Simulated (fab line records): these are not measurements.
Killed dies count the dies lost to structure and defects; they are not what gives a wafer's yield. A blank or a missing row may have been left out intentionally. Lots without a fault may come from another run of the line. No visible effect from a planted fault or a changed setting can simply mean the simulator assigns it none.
Which of the tools did it?	flow n5_finfet	Sampling: 8 lots, 24 wafers, 7 of 1938 route steps

## WHAT THE GAUGES READ, wafer by wafer
N5_BEOL_M0_SAQP_CD_MEAS_25: target cd 13.1 nm. Usual: cd_nm at 12.78 nm, with a standard deviation of 0.22.
lot	measured	on	cd_nm (nm)	flag
L951	day 5 21:06	cd_sem-02	12.45 12.47 13.32	
L952	day 6 01:50	cd_sem-01	13.10 12.97 12.60	
L953	day 6 04:26	cd_sem-03	12.70 12.95 13.03	
L959	day 7 15:17	cd_sem-03	13.16 12.96 12.74	
L966	day 9 12:16	cd_sem-03	12.27 12.50 12.88	
L968	day 9 22:09	cd_sem-03	13.25 12.52 12.81	
L969	day 10 09:37	cd_sem-02	12.70 12.90 12.71	
L973	day 10 23:56	cd_sem-01	13.20 12.57 12.50	

N5_BEOL_M0_SAQP_INSPECT_42: inspects for defects (brightfield). Usual: raw_defect_count at 278, with a standard deviation of 100.
lot	measured	on	raw_defect_count	flag
L951	day 5 23:26	defect_inspect-01	262 279 276	
L952	day 6 04:11	defect_inspect-02	181 115 141	
L953	day 6 07:05	defect_inspect-01	268 228 217	
L959	day 7 17:46	defect_inspect-02	1138 304 234	
L966	day 9 14:32	defect_inspect-01	372 375 415	
L968	day 10 01:56	defect_inspect-01	580 424 313	
L969	day 10 11:56	defect_inspect-02	304 356 334	
L973	day 11 03:02	defect_inspect-02	216 241 279	

N5_BEOL_M0_CUTY_INSPECT_59: inspects for defects (macro). Usual: raw_defect_count at 2.0, with a standard deviation of 1.5.
lot	measured	on	raw_defect_count	flag
L951	day 6 00:52	defect_inspect-02	0 2 1	
L952	day 6 08:29	defect_inspect-02	3 2 3	
L953	day 6 08:32	defect_inspect-02	2 2 3	
L959	day 7 19:32	defect_inspect-01	>300 0 2	
L966	day 9 16:26	defect_inspect-01	4 3 3	
L968	day 10 03:20	defect_inspect-02	3 0 2	
L969	day 10 13:20	defect_inspect-02	5 2 2	
L973	day 11 04:21	defect_inspect-01	1 1 4	

N5_BEOL_M4_RC_MEAS_101. Usual: DIBL_N 36.9 mV/V, standard deviation 1.7; DIBL_P 36.7 mV/V, standard deviation 2.1; IOFF_N 0.17 nA/um, standard deviation 0.032; IOFF_P 0.22 nA/um, standard deviation 0.036; ION_N 674 uA/um, standard deviation 12; ION_P 461 uA/um, standard deviation 7; SS_N 71.7 mV/dec, standard deviation 0.6; SS_P 73.4 mV/dec, standard deviation 0.67; VT_N 249 mV, standard deviation 3.1; VT_P -250 mV, standard deviation 3.2.
lot	measured	on	DIBL_N (mV/V)	DIBL_P (mV/V)	IOFF_N (nA/um)	IOFF_P (nA/um)	ION_N (uA/um)	ION_P (uA/um)	SS_N (mV/dec)	SS_P (mV/dec)	VT_N (mV)	VT_P (mV)	flag
L951	day 8 01:31	prober-01	35.5 36.4 35.7	35.5 36.6 34.9	0.14 0.15 0.14	0.18 0.20 0.18	657 674 666	448 464 456	71.7 71.3 70.9	72.8 73.2 73.1	253 254 250	-254 -251 -251	
L952	day 9 00:19	prober-02	37.7 36.5 36.5	37.5 35.6 36.0	0.18 0.16 0.16	0.22 0.19 0.19	674 666 676	463 456 453	71.6 71.3 71.7	73.8 73.2 73.5	250 250 250	-249 -252 -252	
L953	day 8 18:03	prober-02	35.1 37.2 37.5	33.9 36.8 35.1	0.13 0.17 0.17	0.15 0.19 0.16	653 682 677	449 455 451	70.7 71.6 71.5	73.5 73.1 73.5	251 251 248	-257 -255 -256	
L959	day 9 20:14	prober-01	37.3 37.0 39.7	36.5 36.0 37.1	0.18 0.16 0.23	0.22 0.20 0.23	679 680 675	461 460 452	71.7 71.1 72.8	73.2 72.8 73.7	246 250 244	-251 -249 -251	
L966	day 11 17:23	prober-01	37.3 37.9 37.8	36.8 35.9 35.7	0.18 0.20 0.18	0.24 0.23 0.22	676 685 681	465 468 466	71.6 71.9 71.8	73.5 73.4 72.5	246 246 247	-248 -250 -250	
L968	day 12 06:56	prober-02	38.5 35.0 32.8	38.0 34.8 32.0	0.19 0.13 0.11	0.24 0.20 0.16	676 654 660	466 458 455	71.9 71.2 70.6	73.7 72.8 72.6	248 252 253	-249 -252 -255	
L969	day 12 15:16	prober-02	36.3 34.8 37.2	35.0 33.8 35.8	0.17 0.13 0.18	0.26 0.23 0.26	681 668 681	470 469 471	71.5 71.8 71.3	72.7 72.6 73.8	247 254 247	-245 -245 -245	
L973	day 13 07:12	prober-02	37.5 38.9 35.0	38.7 40.3 35.1	0.20 0.23 0.14	0.28 0.30 0.22	681 696 660	473 471 468	72.4 72.0 71.2	74.4 74.2 73.2	244 245 251	-247 -243 -249	

## EACH LOT AND THE TOOL THAT RAN IT (in order: tool; ch and the chambers of the sampled wafers; start)
lot	N5_BEOL_M0_SAQP_MANDREL_ETCH_20	N5_BEOL_M0_SAQP_RECESS_114	N5_BEOL_M0_SAQP_ETCH_107
L951	rie_si-05 ch 0,1,3, day 5 19:49	vapor_etch-02 ch 0,1, day 5 20:03	rie_diel-01 ch 0,2,3, day 5 21:53
L952	rie_si-06 ch 0,1, day 6 00:31	vapor_etch-02 ch 0,1, day 6 00:53	rie_diel-01 ch 0,2, day 6 02:40
L953	rie_si-05 ch 0,2, day 6 03:01	vapor_etch-01 ch 0,1, day 6 03:26	rie_diel-03 ch 0,2,3, day 6 05:16
L959	rie_si-05 ch 0,1,3, day 7 14:00	vapor_etch-01 ch 1, day 7 14:14	rie_diel-03 ch 1,2, day 7 16:04
L966	rie_si-02 ch 0,2, day 9 10:13	vapor_etch-02 ch 0,1, day 9 10:37	rie_diel-01 ch 0,2,3, day 9 13:01
L968	rie_si-02 ch 0,1,2, day 9 20:52	vapor_etch-02 ch 0,1, day 9 21:05	rie_diel-03 ch 0,1,3, day 10 00:28
L969	rie_si-02 ch 2,3, day 10 06:37	vapor_etch-02 ch 0,1, day 10 08:28	rie_diel-01 ch 0,1, day 10 10:23
L973	rie_si-05 ch 0,1,2, day 10 22:32	vapor_etch-02 ch 0,1, day 10 22:53	rie_diel-06 ch 0,1,2, day 11 00:43
- N5_BEOL_M0_SAQP_MANDREL_ETCH_20: etches a-Si in HBr/Cl2, stops on SiNx, target depth 60 nm, bt time 10 s, time 30 s.
- N5_BEOL_M0_SAQP_RECESS_114: chemistry HF/NH3, target SiO2, target depth 14.4 nm, afs cycles 3, sublimation time 60 s.
- N5_BEOL_M0_SAQP_ETCH_107: etches SiNx in CH3F/O2, target depth 30 nm.

## WHAT THE TOOLS THEMSELVES READ (means of the sampled wafers that have a number; where no wafer has one, the mark that the record gives instead)
N5_BEOL_M0_SAQP_MANDREL_ETCH_20. Usual: HBr_flow_sccm 150.0 sccm, standard deviation 0.42; bias_w 75.00 W, standard deviation 0.23; drypump_motor_current_A 5.7 A, standard deviation 0.54; oes_product_au 0.774 a.u., standard deviation 0.014; throttle_valve_pct 35.44 %, standard deviation 0.27.
lot	tool	HBr_flow_sccm (sccm)	bias_w (W)	drypump_motor_current_A (A)	oes_product_au (a.u.)	throttle_valve_pct (%)	flag
L951	rie_si-05	149.7	75.08	5.5	0.768	35.41	
L952	rie_si-06	149.9	74.83	5.3	0.780	35.27	
L953	rie_si-05	149.7	74.93	5.9	0.775	35.52	
L959	rie_si-05	150.2	75.07	5.5	0.772	35.38	
L966	rie_si-02	150.0	75.01	5.8	0.751	35.91	
L968	rie_si-02	150.2	75.16	5.8	0.763	35.69	
L969	rie_si-02	150.0	75.02	6.1	0.769	35.68	
L973	rie_si-05	149.9	74.88	5.4	0.775	35.43	

N5_BEOL_M0_SAQP_RECESS_114. Usual: drypump_motor_current_A at 5.6 A, with a standard deviation of 0.48.
lot	tool	drypump_motor_current_A (A)	flag
L951	vapor_etch-02	5.5	
L952	vapor_etch-02	5.3	
L953	vapor_etch-01	5.9	
L959	vapor_etch-01	5.6	
L966	vapor_etch-02	5.5	
L968	vapor_etch-02	5.5	
L969	vapor_etch-02	5.5	
L973	vapor_etch-02	5.2	

N5_BEOL_M0_SAQP_ETCH_107. Usual: for bias_w, 72.99 W with a standard deviation of 0.22; for drypump_motor_current_A, 5.7 A with a standard deviation of 0.38; for oes_f_703_au, 0.77 a.u. with a standard deviation of 0.058; for oes_product_au, 0.77 a.u. with a standard deviation of 0.075; for rf_vpp_V, 296 V with a standard deviation of 4.7; for showerhead_plenum_p_Torr, 2.00 Torr with a standard deviation of 0.08; for throttle_valve_pct, 16.23 % with a standard deviation of 0.28.
lot	tool	bias_w (W)	drypump_motor_current_A (A)	oes_f_703_au (a.u.)	oes_product_au (a.u.)	rf_vpp_V (V)	showerhead_plenum_p_Torr (Torr)	throttle_valve_pct (%)	flag
L951	rie_diel-01	73.07	5.8	0.80	0.79	295	1.97	16.25	
L952	rie_diel-01	73.11	5.8	0.74	0.72	291	1.95	16.35	
L953	rie_diel-03	72.88	5.4	0.77	0.77	296	2.04	16.23	
L959	rie_diel-03	72.83	5.7	0.78	0.78	295	2.03	15.91	
L966	rie_diel-01	72.92	5.8	0.76	0.76	296	1.96	16.30	
L968	rie_diel-03	73.08	5.7	0.75	0.76	298	2.09	16.25	
L969	rie_diel-01	72.91	5.4	0.73	0.70	294	2.03	16.36	
L973	rie_diel-06	73.04	5.6	0.81	0.80	293	1.98	16.28	

## THE ANSWER, worked out from the rows above alone
Rule: lot off if the mean of its wafers having a number is beyond 3 standard deviations from the usual mean. A lot without any number at a reading at which 4 lots or more have one is off too. Any other lot the step has rows for is counted as sound. After the gauges, taken in route order, come the tools' own readings; for these a lot's mean is taken, as printed above. At the first step where some lot is off, the reading lying furthest off is the one used; lots without a number count as furthest.
None of the lots is off at any reading shown; this tells nothing.

## WHAT THE SIMULATOR PUT IN
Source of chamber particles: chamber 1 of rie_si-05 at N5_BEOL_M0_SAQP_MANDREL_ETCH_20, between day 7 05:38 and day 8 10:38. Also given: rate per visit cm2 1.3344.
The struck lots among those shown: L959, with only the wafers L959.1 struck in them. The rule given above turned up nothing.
